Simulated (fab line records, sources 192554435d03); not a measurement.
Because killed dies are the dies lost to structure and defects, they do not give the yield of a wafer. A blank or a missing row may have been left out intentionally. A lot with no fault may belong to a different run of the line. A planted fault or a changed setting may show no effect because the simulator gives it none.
Struck lot and sound lot, side by side -- flow n5Finfet -- 37 out of 1938 route steps
Sound: these wafers, L930.2, L930.4, L930.6. Struck: wafer L940.5 (left out: L940.2, a lot-mate that was not struck); the cause follows at the end.
Order at every step that has rows: each side's tool, ch and its chambers, its first start. Under that, the readings that differ: sound wafers -- struck wafers -- difference of the means -- sigmas: that difference in standard deviations of wafers without a fault.
alike: readings with means less than 2 such deviations apart, plus words and numbers identical on both sides. not compared: withheld readings, readings lacking a value on some wafer, bounds such as >300 that could conceal the same value, and numbers that have no deviation in the record and whose values overlap.
Wherever a step has rows on one side only, a row that says differs or no value, or a row with sigmas, the two part there. Numbers that don't overlap but have no deviation are shown without sigmas and don't part them. Lack of a reading on every wafer of one side parts them only where that side has two or more wafers.

first, 9 steps without rows for these wafers: N5_BEOL_M4_ANNEAL_95 (time 240 s); N5_BEOL_M4_SPUTTER_96 (material Cu, target thk 4.5 nm, time 8.29 s); N5_BEOL_M4_ECD_50 (material Cu, target thk 300 nm); N5_BEOL_M4_ANNEAL_51 (time 90 s); N5_BEOL_M4_CMP_52 (polishes, stops on SiOC, t overpolish 6.8 s, target thk 40 nm); N5_BEOL_M4_PRE_CLEAN_60 (time 15 s); N5_BEOL_M4_CO_CAP_55 (material Co, precursor CCTBA/H2, target thk 2 nm, time 102.1 s); N5_BEOL_M4_PRE_CLEAN_56 (time 15 s); N5_BEOL_M4_DEP_57 (deposits SiCN from 3MS/NH3, target thk 8 nm, time 14 s).
N5_BEOL_M4_RC_MEAS_101:
  sound on prober-02 ch 0, day 8 09:44; struck on prober-02 ch 0, day 10 16:45
reading,sound,struck,difference,sigmas
ION_P (uA/um),467 464 459,484,+21,+2
VT_P (mV),-250 -251 -252,-242,+9,+2
  alike: DIBL_N, DIBL_P, IOFF_N, IOFF_P, ION_N, SS_N, SS_P, VT_N
then, 24 steps without rows for these wafers: N5_BEOL_M5_ILD_DEP_00 (deposits SiCOH lowk from DEMS/porogen, target thk 140.64 nm, time 25.9 s); N5_BEOL_M5_CURE_79 (cures SiCOH lowk, time 240 s); N5_BEOL_M5_PECVD_70 (deposits SiO2 from TEOS/O2, target thk 16 nm, time 18 s); N5_BEOL_M5_HM_DEP_02 (deposits TiN, target thk 20 nm); N5_BEOL_M5_COAT_59 (time 60 s, resist thk 60 nm); N5_BEOL_M5_COAT_60 (time 60 s, resist thk 12 nm); N5_BEOL_M5_COAT_71 (time 60 s, resist thk 5 nm); N5_BEOL_M5_COAT_05 (resist thk 30 nm); N5_BEOL_M5_EBR_07; N5_BEOL_M5_SOFTBAKE_06 (time 60 s); N5_BEOL_M5_EXPOSE_08 (exposes mask M5, target cd 28 nm); N5_BEOL_M5_PEB_09 (peb time 60 s); N5_BEOL_M5_DEVELOP_10 (develop time 30 s); N5_BEOL_M5_DESCUM_16 (chemistry O2, time 7 s); N5_BEOL_M5_ETCH_72 (etches underlayer in N2/H2, target depth 6.5 nm, time 5.2 s); N5_BEOL_M5_ETCH_61 (etches SiARC in CF4, target depth 15.6 nm, time 26 s); N5_BEOL_M5_ETCH_62 (etches SOC in N2/H2, target depth 75 nm, overetch 15 nm, time 112.5 s); N5_BEOL_M5_STRIP_63 (strips in N2/H2); N5_BEOL_M5_STRIP_73 (strips in N2/H2); N5_BEOL_M5_STRIP_64 (strips in CF4); N5_BEOL_M5_HM_OPEN_17 (chemistry Cl2/BCl3, target TiN, target depth 20 nm, overetch 6 nm); N5_BEOL_M5_STRIP_19 (strips in O2); N5_BEOL_M5_COAT_65 (time 60 s, resist thk 60 nm); N5_BEOL_M5_COAT_66 (time 60 s, resist thk 12 nm).
N5_BEOL_M9_SPUTTER_48: material Cu, target thk 12 nm, time 2 s.
  sound: pvdSputter-02 at day 10 08:57; struck: pvdSputter-02 at day 12 16:07
  alike: throttleValvePct
  not compared: susceptorTempC
-- a jump in the record: the struck wafers' starts before and after are 2 days apart (it breaks off in module BEOL_M9 and resumes in module BEOL_M15, where the first step shown is number 1830 of the route) --
N5_BEOL_M15_RC_MEAS_101:
  sound on prober-02 ch 0, day 12 06:06; struck on prober-01 ch 0, day 14 16:19
reading,sound,struck,difference,sigmas
COMB_M12 (S/m),8.5e-12 6.3e-12 7.9e-12,4.2e-12,-3.4e-12,-2
COMB_M8 (S/m),3.1e-11 3e-11 3.6e-11,2.1e-11,-1.1e-11,-2
SERP_M10 (ohm/um),3.02 2.89 2.87,3.22,+0.29,+3
SERP_M13 (ohm/um),0.311 0.315 0.312,0.329,+0.016,+2
  alike: COMB_M10, COMB_M11, COMB_M11_max_site, COMB_M13, COMB_M14, COMB_M15, COMB_M5, COMB_M6, COMB_M6_max_site, COMB_M7, COMB_M9, SERP_M11, SERP_M12, SERP_M14, SERP_M5, SERP_M6, SERP_M7, SERP_M8
  not compared: SERP_M9, SERP_M9_max_site
N5_PASSIVATION_PROBE_49:
  sound: prober-01 at day 12 22:58; struck: prober-02 at day 15 07:29
reading,sound,struck,difference,sigmas
defectLimitedYield (%),93.6 94.1 90.4,67.0,-25.7,-17
killed_at_M4_up,11 12 15,327,+314,+52
killedDies,76 70 113,389,+303,+17
killedOnRim,10 9 16,49,+37,+11
sort_bin_5_function (%),4.0 4.1 5.5,20.9,+16.4,+17
sort_bin_6_memory (%),2.3 1.9 3.9,11.9,+9.2,+13
sortNPass,1104 1110 1067,791,-303,-16
sortYieldPct (%),93.6 94.1 90.4,67.0,-25.7,-16
  alike: killed_at_M0_to_M3, killedAtContacts, killedAtFrontEnd, killedAtOther, killedOpen, killedShort, sort_bin_4_leakage

## WHERE THEY PART
Last at N5_PASSIVATION_PROBE_49 as far as this record goes, first at N5_BEOL_M4_RC_MEAS_101.

WHY: whatever the simulator had introduced
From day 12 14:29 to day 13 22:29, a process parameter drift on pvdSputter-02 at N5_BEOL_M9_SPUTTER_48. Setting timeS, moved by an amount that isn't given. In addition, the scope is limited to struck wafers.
